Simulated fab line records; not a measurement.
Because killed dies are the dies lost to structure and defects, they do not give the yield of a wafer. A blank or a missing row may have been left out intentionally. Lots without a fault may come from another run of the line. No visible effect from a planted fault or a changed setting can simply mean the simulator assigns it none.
fab line records -- flow n5-finfet
[record] lots = 7, wafers = 21
route steps=1938 shown MIM_BOT_LITHO@1858 MIM_BOT_ETCH@1868 TV_OPEN@1888
start-h: hours from the record's opening day to when the first of the lot's shown wafers began -- wait-h: hours from the lot's prior step to this one -- " the same as in the row above -- L1.1+2: a single row standing in for several wafers -- - no value, or no start given -- * or withheld: withheld -- < > ~ a bound
route shown NAME@n: names a module that has steps shown in the file, with the first one's number in the route -- usual: average and standard deviation across the fault-free wafers -- same: alike in all rows -- chamber/n: place in a boat -- sites: readings site by site -- _std_site: standard deviation of those values -- _edge_site: mean of outer sites minus mean of inner sites -- radius-mm: for every site, how far away it sits from the centre of the wafer -- mask NAME#n: copy n -- behind: the most recent tool/chamber to have shaped the wafer -- hold: reason for holding the lot/hours on hold/outcome of the hold -- device: transistor that didn't switch, given as n, p or np -- end of line: the route-end tests of the same wafers -- a step given without rows: its recipe and nothing more -- killed: at the first sort, the dies lost to defects and structure; wafer yield is something else -- map: shows each die of a wafer: x if killed, . if not, _ if none is there
set.NAME: the setting that was run; set.NAME@STEP: the one run at that earlier step -- model.NAME: the simulator's own value behind a step, which no gauge read
lots run with intentionally changed settings; tables by step, rows by wafer
[[steps]]
[step N5_MIM_BOT_LITHO_EXPOSE_05]
[recipe] mask-id = MIM_BOT, na = 0.55, source-shape = conventional, sigma-outer = 0.8, polarization = unpolarized, dose-mj = 24.25
lot.wafer,tool,chamber,start-h,wait-h,mask,set.dose-mj
L075.1+3+6,krf-scanner-01,0,292.48,-,MIM_BOT#0,22.69
L076.4,krf-scanner-01,0,306.97,-,MIM_BOT#0,24.25
L076.5+6,krf-scanner-01,0,306.97,-,MIM_BOT#0,25.57
L084.1+2+3,krf-scanner-02,0,350.06,-,MIM_BOT#0,23.58
L087.1+2,krf-scanner-01,0,379.38,-,MIM_BOT#0,25.88
L087.6,krf-scanner-01,0,379.38,-,MIM_BOT#0,24.25
L090.1+3,krf-scanner-01,0,402.54,-,MIM_BOT#0,24.25
L090.6,krf-scanner-01,0,402.54,-,MIM_BOT#0,22.57
L092.2+3+6,krf-scanner-01,0,423.43,-,MIM_BOT#0,24.25
L097.1+5+6,krf-scanner-02,0,448.13,-,MIM_BOT#0,24.25
[step N5_MIM_BOT_LITHO_PEB_06]
[recipe] peb-temp-c = withheld, peb-time-s = *
[step N5_MIM_BOT_LITHO_DEVELOP_07]
[recipe] develop-time-s = 60, rinse-liquid = diw, dry = air-spin, dev-temp-c = 21
[step N5_MIM_BOT_LITHO_HARDBAKE_09]
[recipe] temp-c = 130, time-s = 120
[step N5_MIM_BOT_LITHO_CD_MEAS_08]
[recipe] target-cd-nm = 3000, landing-energy-ev = 500, detector = se-inlens, polarity = opening
[usual] cd-nm = 3000.0/1.8
lot.wafer,tool,chamber,start-h,wait-h,set.dose-mj@MIM_BOT_LITHO_EXPOSE_05,cd-nm
L075.1,cd-sem-02,0,292.65,-,22.69,2988.4
L075.3,cd-sem-02,0,292.65,-,22.69,2987.5
L075.6,cd-sem-02,0,292.65,-,22.69,2987.5
L076.4,cd-sem-03,0,307.13,-,24.25,3003.2
L076.5,cd-sem-03,0,307.13,-,25.57,3008.0
L076.6,cd-sem-03,0,307.13,-,25.57,3007.7
L084.1,cd-sem-02,0,350.23,-,23.58,2997.8
L084.2,cd-sem-02,0,350.23,-,23.58,2996.9
L084.3,cd-sem-02,0,350.23,-,23.58,2997.2
L087.1,cd-sem-01,0,379.56,-,25.88,3010.4
L087.2,cd-sem-01,0,379.56,-,25.88,3014.4
L087.6,cd-sem-01,0,379.56,-,24.25,3002.0
L090.1,cd-sem-01,0,402.72,-,24.25,2999.7
L090.3,cd-sem-01,0,402.72,-,24.25,2998.5
L090.6,cd-sem-01,0,402.72,-,22.57,2987.9
L092.2,cd-sem-02,0,423.60,-,24.25,3000.1
L092.3,cd-sem-02,0,423.60,-,24.25,2999.6
L092.6,cd-sem-02,0,423.60,-,24.25,2997.9
L097.1,cd-sem-01,0,448.31,-,24.25,2998.2
L097.5,cd-sem-01,0,448.31,-,24.25,2998.1
L097.6,cd-sem-01,0,448.31,-,24.25,2998.5
[step N5_MIM_BOT_ETCH_ETCH_00]
[recipe] chemistry = Cl2/BCl3, target = TiN, target-depth-a = 455, ion-energy-ev = 150, pressure-mtorr = 10, icp-w = 1000, bias-w = 126, Cl2_flow_sccm = 53.25, bcl3-flow-sccm = 21.75, Ar_flow_sccm = 25
[step N5_MIM_BOT_ETCH_STRIP_01]
[recipe] chemistry = O2, power-w = 600, temp-c = 60, pressure-mtorr = 30, rf-frequency-hz = 6e+07, bias-power-w = 0, overash-fraction = 0.5, o2-flow-sccm = 225
[step N5_MIM_BOT_ETCH_STRIP_02]
[recipe] chemistry = post-etch-residue-remover, time-s = 1200, temp-c = 72.5
lot.wafer,tool,chamber,start-h,wait-h,set.time-s@MIM_TOP_ETCH_PECVD_03,model.SiNx_of_MIM_TOP_ETCH_PECVD_03.thk-nm
L075.1,wet-bench-06,1,294.24,-,15.37,17
L075.3,wet-bench-06,5,294.24,-,17.6,19.4
L075.6,wet-bench-06,6,294.24,-,15.37,17.2
L076.4,wet-bench-06,1,308.90,-,17.6,20
L076.5,wet-bench-06,4,308.90,-,19.79,22.8
L076.6,wet-bench-06,0,308.90,-,19.79,22.4
L084.1,wet-bench-04,6,350.77,-,17.6,19.6
L084.2+3,wet-bench-04,"7,4",350.77,-,17.6,19.4
L087.1,wet-bench-04,7,380.16,-,17.6,19.6
L087.2,wet-bench-04,3,380.16,-,16.85,18.4
L087.6,wet-bench-04,4,380.16,-,17.6,20
L090.1,wet-bench-04,5,403.26,-,18.6,20.6
L090.3,wet-bench-04,7,403.26,-,17.6,19.8
L090.6,wet-bench-04,1,403.26,-,18.6,21
L092.2,wet-bench-06,4,424.15,-,17.6,19.6
L092.3,wet-bench-06,5,424.15,-,18.33,20.2
L092.6,wet-bench-06,1,424.15,-,18.33,20.8
L097.1+5,wet-bench-05,"1,2",449.00,-,17.6,19.6
L097.6,wet-bench-05,3,449.00,-,17.6,19.8
[step N5_PASSIVATION_VIA_ETCH_13]
[recipe] chemistry = CHF3/O2, target = SiO2, target-depth-a = 6600, CHF3_flow_sccm = 50, O2_flow_sccm = 5, Ar_flow_sccm = 200, time-s = 330, mask-material = PR, pressure-mtorr = 30, source-w = 650, bias-w = 170, ion-energy-ev = 200, ends = cleared
[usual] etch-rf-on-time-s = 234/5.1, rf-vpp-V = 526/9.3
lot.wafer,tool,chamber,start-h,wait-h,set.source-w,etch-rf-on-time-s,rf-vpp-V
L075.1,rie-diel-03,3,298.79,0.0,650,237,516
L075.3,rie-diel-03,0,298.79,0.0,650,233,530
L075.6,rie-diel-03,2,298.79,0.0,591.3,249,545
L076.4,rie-diel-02,1,310.30,0.0,561.1,256,570
L076.5,rie-diel-02,1,310.30,0.0,561.1,252,570
L076.6,rie-diel-02,0,310.30,0.0,650,235,526
L084.1,rie-diel-03,2,355.73,0.0,650,227,520
L084.2,rie-diel-03,1,355.73,0.0,574.4,232,576
L084.3,rie-diel-03,0,355.73,0.0,574.4,242,564
L087.1,rie-diel-03,1,381.57,0.0,650,231,543
L087.2,rie-diel-03,2,381.57,0.0,547.1,251,567
L087.6,rie-diel-03,0,381.57,0.0,547.1,256,577
L090.1,rie-diel-03,1,405.59,0.0,650,227,541
L090.3,rie-diel-03,2,405.59,0.0,685.7,228,506
L090.6,rie-diel-03,0,405.59,0.0,685.7,234,517
L092.2,rie-diel-02,0,426.15,0.0,650,234,525
L092.3,rie-diel-02,3,426.15,0.0,650,230,537
L092.6,rie-diel-02,2,426.15,0.0,650,230,505
L097.1,rie-diel-01,3,451.19,0.0,650,229,529
L097.5,rie-diel-01,3,451.19,0.0,650,231,528
L097.6,rie-diel-01,2,451.19,0.0,650,231,522
[[key]]
[split] step = N5_MIM_BOT_LITHO_EXPOSE_05, setting = dose-mj, stated = 24.25, by = wafer
[response] step = N5_MIM_BOT_LITHO_CD_MEAS_08, reading = cd-nm, change = +1.41, per = 1%, r = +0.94
[split] step = N5_PASSIVATION_VIA_ETCH_13, setting = source-w, stated = 650, by = wafer
[response] step = N5_PASSIVATION_VIA_ETCH_13, reading = etch-rf-on-time-s, change = *, per = 1%, r = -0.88
[response] step = N5_PASSIVATION_VIA_ETCH_13, reading = rf-vpp-V, change = -2.92, per = 1%, r = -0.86
split outside-this-file step=N5_MIM_TOP_ETCH_PECVD_03 setting=time-s
// split outside-this-file: this setting was split too, and the file shows its column; the key of that split is in another file
